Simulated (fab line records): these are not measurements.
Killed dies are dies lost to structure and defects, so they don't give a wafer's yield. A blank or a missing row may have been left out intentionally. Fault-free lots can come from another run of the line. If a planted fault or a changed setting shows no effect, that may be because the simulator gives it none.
What tool caused it? -- flow nand harc -- 10 lots with 30 wafers sampled at 2 steps, on a route of 1159 steps

== WHAT THE GAUGES SHOWED, per wafer ==
NHARC_A_BONDPAD_THK_MEAS_20: measures by xrf.
lot,measured,on,thk nm (nm)
L801,day 18 14:59,film metro-02,168.7 168.7 168.4
L806,day 20 02:26,film metro-02,170.2 170.9 172.3
L813,day 22 07:25,film metro-01,168.8 169.2 168.3
L815,day 22 07:01,film metro-01,171.2 173.0 170.7
L816,day 22 01:51,film metro-02,169.7 169.1 169.3
L817,day 23 04:20,film metro-01,168.8 171.0 169.1
L820,day 22 16:50,film metro-02,171.5 170.1 168.4

== WHICH TOOL RAN EACH LOT (tool, then ch and the chambers of the sampled wafers, then the start) ==
lot,NHARC_P_M1_DEP_00
L801,"pecvd-02 ch 0,1, day 6 18:14"
L807,"pecvd-02 ch 0,1,2, day 8 00:35"
L806,"pecvd-03 ch 0,2, day 8 00:48"
L809,"pecvd-02 ch 1,2, day 8 18:38"
L810,"pecvd-02 ch 0,1,2, day 9 02:40"
L813,"pecvd-01 ch 0,1,2, day 9 15:44"
L815,"pecvd-03 ch 1,2, day 9 23:05"
L816,"pecvd-03 ch 0,1,2, day 10 00:47"
L817,"pecvd-03 ch 0,1, day 10 21:41"
L820,"pecvd-03 ch 0,1,2, day 10 22:53"
- NHARC_P_M1_DEP_00: deposits SiOC, target thk 182.5 nm.

== THE ANSWER, worked out from the rows above alone ==
Rule: the usual values come from the lots themselves. The widest of any qualifying gaps counts: lots, ordered by their means at a reading, are off when they make up no more than a third of the lots, leave a main group of 4 or more, and stand apart from it by 3 or more times the standard deviation of that group's means. A main group is skipped when, at the precision printed for the reading in the tables above, its means are all equal. Also off: a lot with no number at a reading for which 4 or more lots have one. Where the step has rows for the other lots, those lots are counted as sound.
No lot is off on any of the readings shown, so nothing can be concluded from this.

== WHAT WAS PUT IN BY THE SIMULATOR ==
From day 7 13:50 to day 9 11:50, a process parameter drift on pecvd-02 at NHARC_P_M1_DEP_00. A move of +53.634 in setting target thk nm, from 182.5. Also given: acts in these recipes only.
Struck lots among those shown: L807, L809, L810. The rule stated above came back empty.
